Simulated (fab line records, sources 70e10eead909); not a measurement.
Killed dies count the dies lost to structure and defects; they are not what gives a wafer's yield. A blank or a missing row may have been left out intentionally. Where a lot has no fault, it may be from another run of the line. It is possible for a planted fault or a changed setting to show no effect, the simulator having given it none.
Which tool is to blame? + flow nandHarc + 12 lots with 36 wafers sampled at 5 steps, on a route of 1159 steps

WHAT EACH GAUGE READ, for each wafer
NHARC_END_SORT_01.
| lot  | measured     | on        | killedAtArray | killedAtOther | killedAtPeriphery | killedDies  | killedOpen | killedShort |
|------|--------------|-----------|---------------|---------------|-------------------|-------------|------------|-------------|
| L463 | day 19 18:23 | prober-01 | 29 29 28      | 1 0 0         | 2 4 5             | 32 33 33    | 3 1 4      | 4 6 2       |
| L465 | day 19 19:13 | prober-02 | 31 25 25      | 0 0 0         | 3 1 4             | 34 26 29    | 5 1 3      | 3 1 1       |
| L468 | day 20 18:31 | prober-01 | 39 31 34      | 0 0 1         | 1 5 3             | 40 36 38    | 2 5 3      | 4 1 4       |
| L472 | day 22 07:11 | prober-01 | 658 636 657   | 3 4 0         | 4 5 6             | 665 645 663 | 2 3 7      | 2 3 2       |
| L475 | day 21 22:49 | prober-02 | 610 629 666   | 0 0 0         | 0 0 6             | 610 629 672 | 1 3 3      | 0 2 3       |
| L478 | day 23 14:16 | prober-02 | 30 25 32      | 0 2 1         | 1 2 1             | 31 29 34    | 2 2 6      | 2 2 2       |

WHICH TOOL RAN EACH LOT (tool, then ch and the chambers of the sampled wafers, then the start)
| lot  | NHARC_A_STAIRCASE_DESCUM_186      | NHARC_A_STAIRCASE_ETCH_190                   | NHARC_A_STAIRCASE_ETCH_194        | NHARC_A_STAIRCASE_TRIM_196        |
|------|-----------------------------------|----------------------------------------------|-----------------------------------|-----------------------------------|
| L463 | rieDiel-09 ch 0,1,3, day 10 21:04 | rieDiel-09 ch 0,2,3, day 10 22:14 or earlier | rieDiel-09 ch 0,1,2, day 10 22:14 | rieDiel-09 ch 1,2,3, day 10 22:29 |
| L465 | rieDiel-08 ch 0,1,3, day 11 11:11 | rieDiel-08 ch 1,2, day 11 12:15 or earlier   | rieDiel-08 ch 0,1, day 11 12:15   | rieDiel-09 ch 1,2, day 11 12:27   |
| L467 | rieDiel-08 ch 0,1,2, day 11 21:20 | rieDiel-08 ch 1,2,3, day 11 22:19 or earlier | rieDiel-08 ch 0,1,3, day 11 22:19 | rieDiel-08 ch 0,2,3, day 11 22:32 |
| L469 | rieDiel-09 ch 0,1,3, day 12 14:14 | rieDiel-09 ch 0,1,3, day 12 15:13 or earlier | rieDiel-09 ch 0,1,3, day 12 15:13 | rieDiel-08 ch 1,2,3, day 12 15:23 |
| L468 | rieDiel-09 ch 0,2,3, day 12 14:43 | rieDiel-09 ch 0,1,2, day 12 15:47 or earlier | rieDiel-09 ch 0,2,3, day 12 15:47 | rieDiel-09 ch 1,2,3, day 12 15:58 |
| L470 | rieDiel-09 ch 1,2,3, day 12 21:08 | rieDiel-09 ch 0,1,3, day 12 22:04 or earlier | rieDiel-09 ch 0,2,3, day 12 22:04 | rieDiel-09 ch 0,1,3, day 12 22:15 |
| L472 | rieDiel-09 ch 1,2, day 13 12:44   | rieDiel-09 ch 0,1,2, day 13 13:40 or earlier | rieDiel-09 ch 0,3, day 13 13:40   | rieDiel-09 ch 0,1,3, day 13 13:53 |
| L475 | rieDiel-09 ch 0,1,2, day 14 05:37 | rieDiel-09 ch 0,1,3, day 14 06:34 or earlier | rieDiel-09 ch 0,1,2, day 14 06:34 | rieDiel-09 ch 1,2,3, day 14 06:45 |
| L478 | rieDiel-11 ch 1,2,3, day 14 13:23 | rieDiel-11 ch 1,2,3, day 14 14:29 or earlier | rieDiel-11 ch 0,1, day 14 14:29   | rieDiel-11 ch 0,3, day 14 14:39   |
| L483 | rieDiel-08 ch 0,1,3, day 16 01:28 | rieDiel-08 ch 0,2,3, day 16 02:37 or earlier | rieDiel-08 ch 0,2,3, day 16 02:37 | rieDiel-09 ch 0,1,2, day 16 02:50 |
| L484 | rieDiel-08 ch 0,2,3, day 16 02:13 | rieDiel-08 ch 0,1,2, day 16 03:21 or earlier | rieDiel-08 ch 1,2,3, day 16 03:21 | rieDiel-08 ch 0,1,3, day 16 03:32 |
| L485 | rieDiel-09 ch 0,2,3, day 16 07:25 | rieDiel-09 ch 0,1,3, day 16 08:41 or earlier | rieDiel-09 ch 0,1,3, day 16 08:41 | rieDiel-09 ch 0,2,3, day 16 08:54 |
- NHARC_A_STAIRCASE_DESCUM_186: chemistry O2, time 3 s.
- NHARC_A_STAIRCASE_ETCH_190: etches the open film in C4F8/O2, target depth 100 nm, time 40.5 s.
- NHARC_A_STAIRCASE_ETCH_194: etches the open film in C4F8/O2, target depth 100 nm, time 40.5 s.
- NHARC_A_STAIRCASE_TRIM_196: chemistry O2, time 211.2 s.

AS READ BY THE TOOLS THEMSELVES (means over the sampled wafers that have a number; for cases with no such wafer, the mark the record gives instead)
NHARC_A_STAIRCASE_DESCUM_186.
| lot  | tool       | drypumpMotorCurrentA (A) | oesProductAu (a.u.) | rfVppV (V) | showerheadPlenumPTorr (Torr) | throttleValvePct (%) |
|------|------------|--------------------------|---------------------|------------|------------------------------|----------------------|
| L463 | rieDiel-09 | 5.2                      | 0.992               | 57.6       | 1.86                         | 11.310               |
| L465 | rieDiel-08 | 5.7                      | 0.993               | 58.2       | 1.88                         | 11.312               |
| L467 | rieDiel-08 | 5.7                      | 1.005               | 57.6       | 1.95                         | 11.314               |
| L469 | rieDiel-09 | 5.1                      | 0.999               | 57.1       | 1.96                         | 11.314               |
| L468 | rieDiel-09 | 5.2                      | 0.994               | 58.1       | 1.96                         | 11.317               |
| L470 | rieDiel-09 | 5.1                      | 0.992               | 58.6       | 1.95                         | 11.309               |
| L472 | rieDiel-09 | 4.9                      | 0.998               | 57.1       | 1.89                         | 11.313               |
| L475 | rieDiel-09 | 4.9                      | 1.002               | 58.5       | 1.90                         | 11.320               |
| L478 | rieDiel-11 | 6.1                      | 1.004               | 57.6       | 1.89                         | 11.305               |
| L483 | rieDiel-08 | 5.8                      | 1.009               | 57.5       | 1.87                         | 11.306               |
| L484 | rieDiel-08 | 5.7                      | 1.002               | 58.5       | 1.96                         | 11.304               |
| L485 | rieDiel-09 | 5.2                      | 0.994               | 56.8       | 1.95                         | 11.314               |

NHARC_A_STAIRCASE_ETCH_190.
| lot  | tool       | oesProductAu (a.u.) | rfVppV (V) | runLengthS (s) |
|------|------------|---------------------|------------|----------------|
| L463 | rieDiel-09 | 0.933               | 893        | 61.6           |
| L465 | rieDiel-08 | 0.942               | 900        | 61.8           |
| L467 | rieDiel-08 | 0.944               | 895        | 61.6           |
| L469 | rieDiel-09 | 0.943               | 899        | 62.0           |
| L468 | rieDiel-09 | 0.939               | 895        | 61.7           |
| L470 | rieDiel-09 | 0.944               | 898        | 61.7           |
| L472 | rieDiel-09 | 0.945               | 896        | 61.6           |
| L475 | rieDiel-09 | 0.940               | 898        | 61.8           |
| L478 | rieDiel-11 | 0.938               | 894        | 62.3           |
| L483 | rieDiel-08 | 0.940               | 899        | 61.7           |
| L484 | rieDiel-08 | 0.952               | 897        | 61.6           |
| L485 | rieDiel-09 | 0.940               | 897        | 61.9           |

NHARC_A_STAIRCASE_ETCH_194.
| lot  | tool       | oesProductAu (a.u.) | rfVppV (V) | runLengthS (s) |
|------|------------|---------------------|------------|----------------|
| L463 | rieDiel-09 | 0.941               | 895        | 61.6           |
| L465 | rieDiel-08 | 0.937               | 897        | 61.7           |
| L467 | rieDiel-08 | 0.938               | 894        | 61.2           |
| L469 | rieDiel-09 | 0.946               | 899        | 61.7           |
| L468 | rieDiel-09 | 0.944               | 899        | 61.7           |
| L470 | rieDiel-09 | 0.941               | 899        | 61.6           |
| L472 | rieDiel-09 | 0.952               | 902        | 73.2           |
| L475 | rieDiel-09 | 0.936               | 895        | 73.3           |
| L478 | rieDiel-11 | 0.944               | 899        | 61.9           |
| L483 | rieDiel-08 | 0.936               | 898        | 61.9           |
| L484 | rieDiel-08 | 0.944               | 894        | 61.6           |
| L485 | rieDiel-09 | 0.943               | 898        | 61.6           |

NHARC_A_STAIRCASE_TRIM_196.
| lot  | tool       | drypumpMotorCurrentA (A) | oesProductAu (a.u.) | rfVppV (V) | showerheadPlenumPTorr (Torr) | throttleValvePct (%) |
|------|------------|--------------------------|---------------------|------------|------------------------------|----------------------|
| L463 | rieDiel-09 | 5.1                      | 0.996               | 57.4       | 3.43                         | 17.050               |
| L465 | rieDiel-09 | 4.9                      | 1.000               | 57.8       | 3.50                         | 17.037               |
| L467 | rieDiel-08 | 5.7                      | 1.004               | 57.6       | 3.62                         | 17.037               |
| L469 | rieDiel-08 | 5.5                      | 0.999               | 57.9       | 3.50                         | 17.040               |
| L468 | rieDiel-09 | 5.1                      | 1.002               | 57.9       | 3.60                         | 17.033               |
| L470 | rieDiel-09 | 5.2                      | 0.995               | 58.6       | 3.61                         | 17.035               |
| L472 | rieDiel-09 | 5.1                      | 0.994               | 59.4       | 3.60                         | 17.032               |
| L475 | rieDiel-09 | 5.1                      | 0.995               | 58.1       | 3.59                         | 17.029               |
| L478 | rieDiel-11 | 6.3                      | 1.001               | 58.1       | 3.41                         | 17.034               |
| L483 | rieDiel-09 | 5.0                      | 1.007               | 58.1       | 3.49                         | 17.034               |
| L484 | rieDiel-08 | 5.8                      | 1.001               | 57.6       | 3.45                         | 17.040               |
| L485 | rieDiel-09 | 5.2                      | 1.002               | 57.7       | 3.59                         | 17.035               |

THE ANSWER, worked out from the rows above alone
Rule: usual is defined by the lots themselves. Put in order of their means at a reading, lots are off if they are a third of the lots or fewer, leave a main group of 4 or more, and stand apart from it by a gap of 3 or more times the standard deviation of the main group's means; of several such gaps the widest counts. A main group is skipped when, at the precision printed for the reading in the tables above, its means are all equal. A lot without any number at a reading at which 4 lots or more have one is off too. Where the step has rows for the other lots, those lots are counted as sound. After the gauges, taken in route order, come the tools' own readings; for these a lot's mean is taken, as printed above. The first step at which some lot is off is used, and at that step the reading that is off furthest; a lot without a number counts as furthest.
Off, at NHARC_END_SORT_01 on killedAtArray: L472, L475. For the main group the mean is 30 and the standard deviation 2.9. Neither off nor sound, because the step has no rows for them: L467, L469, L470, L483, L484, L485.
If a tool, at a process step before that reading, ran all the lots that are off and no sound lot after the first of them, it fits. Not tried: the gauges at NHARC_END_SORT_01; whatever is off there is also off at NHARC_A_STAIRCASE_ETCH_194, on other tools, and gauge error can't account for it. Because NHARC_A_STAIRCASE_ETCH_190 lacks a start for some lots, the hours and order of its lots are taken from NHARC_A_STAIRCASE_ETCH_194. One fits: NHARC_A_STAIRCASE_DESCUM_186 and NHARC_A_STAIRCASE_ETCH_190 and NHARC_A_STAIRCASE_ETCH_194 and NHARC_A_STAIRCASE_TRIM_196 on rieDiel-09. At NHARC_A_STAIRCASE_DESCUM_186 its last sound lot is L468 (day 12 14:43), its first lot that is off L472 (day 13 12:44): a fault that began between those two fits.

WHAT THE SIMULATOR HAD PUT IN
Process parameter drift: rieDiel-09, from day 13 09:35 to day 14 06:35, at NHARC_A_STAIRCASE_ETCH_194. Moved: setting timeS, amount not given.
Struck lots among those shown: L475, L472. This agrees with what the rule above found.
